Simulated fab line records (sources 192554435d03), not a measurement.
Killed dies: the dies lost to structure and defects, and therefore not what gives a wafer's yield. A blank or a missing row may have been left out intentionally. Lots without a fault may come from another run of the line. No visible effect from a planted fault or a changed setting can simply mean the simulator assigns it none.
Problem report in the 8D (eight disciplines) form, filled by code	flow n5-finfet	the parts of the form that need people (team, actions taken, sign-off) are left out

== 1. PROBLEM STATEMENT ==
trench-depth-nm at N5_BEOL_M5_OCD_MEAS_38 reads a mean of 45.6 nm on 2 wafers of 2 lots; wafers without a fault read 72.2 nm with a standard deviation of 1.4. Measured from the usual mean, that is -19 standard deviations.
Earliest sighting: wafer L938.1 on ocd-01 at day 13 06:48. The record has a number at this step for 38 wafers belonging to 14 lots. Rule for "out" (also "out of limits"): further than 4 standard deviations from the usual mean. The other wafers with a number count as sound.

== 2. WHAT IT IS; WHAT IT IS NOT ==
question	is	is not
which readings at this step	trench-depth-nm	-
which lots	L937, L938	L917, L918, L919, L922, L923, L924, L925, L926, L927, L928, L929, L940
which wafers of those lots	L937.3, L938.1	L938.4, L938.5
read on which gauges	ocd-01	ocd-02
when	from day 13 06:48	up to then (33 sound wafers); but 3 sound wafers of L940 came after

== 3. WHAT RULES OUT EACH SUSPECT ==
Counting: any tool at a process step up to the reading remains a suspect provided it ran every lot that is out. Sound lots after the first of them don't rule it out here, since some wafers of a struck lot are sound.
- the gauge at N5_BEOL_M5_OCD_MEAS_38 has been ruled out. All the wafers that are out were read on ocd-01, but those of them that N5_BEOL_M5_THK_MEAS_53 has rows for are out there too, on other tools.
- rie-diel-05 at N5_BEOL_M5_STRIP_19 (strips in O2): kept. It processed each lot that is out (first: L938, day 13 05:52); up to then, its last sound lot is L929 (day 11 10:41).
- rie-diel-03 at N5_BEOL_M5_STRIP_36 (strips in N2/H2): kept. It processed each lot that is out (first: L938, day 13 06:36); up to then, its last sound lot is L929 (day 11 11:55).
- rie-diel-03 at N5_BEOL_M5_TRENCH_ETCH_37 (etches SiCOH lowk in C4F6/O2, target depth 71.652 nm, time 24.7 s): kept. It processed each lot that is out (first: L938, day 13 06:38); up to then, its last sound lot is L929 (day 11 11:57).
- rie-diel-03 at N5_BEOL_M5_STRIP_91 (strips in N2/H2, time 10 s): kept. It processed each lot that is out (first: L938, day 13 06:48); up to then, its last sound lot is L929 (day 11 12:05). N5_BEOL_M5_STRIP_91 gives no start for some lots, so the hours and the order of its lots are those of N5_BEOL_M5_OCD_MEAS_38.
- Within rie-diel-05 at N5_BEOL_M5_STRIP_19: the wafers that are out ran in chambers 0, 3; their sound lot-mates ran in chambers 1, 2.
- At N5_BEOL_M5_STRIP_36, inside rie-diel-03: chamber 0 took the wafers that are out, while their sound lot-mates went through chambers 1, 3.
- At N5_BEOL_M5_TRENCH_ETCH_37, inside rie-diel-03: chamber 0 took the wafers that are out, while their sound lot-mates went through chambers 1, 3.
- At N5_BEOL_M5_STRIP_91, inside rie-diel-03: chamber 0 took the wafers that are out, while their sound lot-mates went through chambers 1, 3.
Left after counting: rie-diel-05 at N5_BEOL_M5_STRIP_19, rie-diel-03 at N5_BEOL_M5_STRIP_36, rie-diel-03 at N5_BEOL_M5_TRENCH_ETCH_37, rie-diel-03 at N5_BEOL_M5_STRIP_91.

== 4. THE CAUSE (what the simulator had put in) ==
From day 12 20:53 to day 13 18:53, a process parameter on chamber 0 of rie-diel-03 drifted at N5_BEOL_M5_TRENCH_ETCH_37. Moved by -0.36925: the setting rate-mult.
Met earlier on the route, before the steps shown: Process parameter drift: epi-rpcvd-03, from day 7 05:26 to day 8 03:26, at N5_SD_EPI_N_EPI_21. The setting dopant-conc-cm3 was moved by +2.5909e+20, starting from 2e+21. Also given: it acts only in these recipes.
After counting, 4 suspects remain, this tool included.

== 5. SEQUENCE OF EFFECTS, ordered by route ==
One row per reading whose mean, taken over the struck wafers that have a number, lies over 3 standard deviations from the usual. Only readings whose record carries a usual standard deviation are examined. hours: median over the lots of the time between each lot's start at the first step of this table that gives one and its start at this step. sigmas: the change, counted in usual standard deviations.
hours	step	reading	usual	on struck wafers	change	sigmas
0	N5_BEOL_M5_OCD_MEAS_38	trench-depth-nm	72.2 nm	45.6	-26.6	-19
7	N5_BEOL_M5_THK_MEAS_53	M5_THK	64.2 nm	37.6	-26.6	-13
7	N5_BEOL_M5_RS_MEAS_57	M5_RS	0.378 ohm/sq	0.748	+0.370	+25

== 6. WHAT WOULD HAVE CAUGHT IT SOONER ==
10 hours passed between the start of the fault at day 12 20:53 and the first reading out of limits at a measuring or inspecting step in this record, taken at day 13 06:48.
Tool readings at N5_BEOL_M5_TRENCH_ETCH_37 with a usual standard deviation given in the record: none out on any struck wafer, hence no alarm at a limit of 4 standard deviations on them.
Among the 2 lots that are out, L937 began N5_BEOL_M5_TRENCH_ETCH_37 on rie-diel-03 after day 13 06:48. It would have been spared by a hold on the tool at that moment.
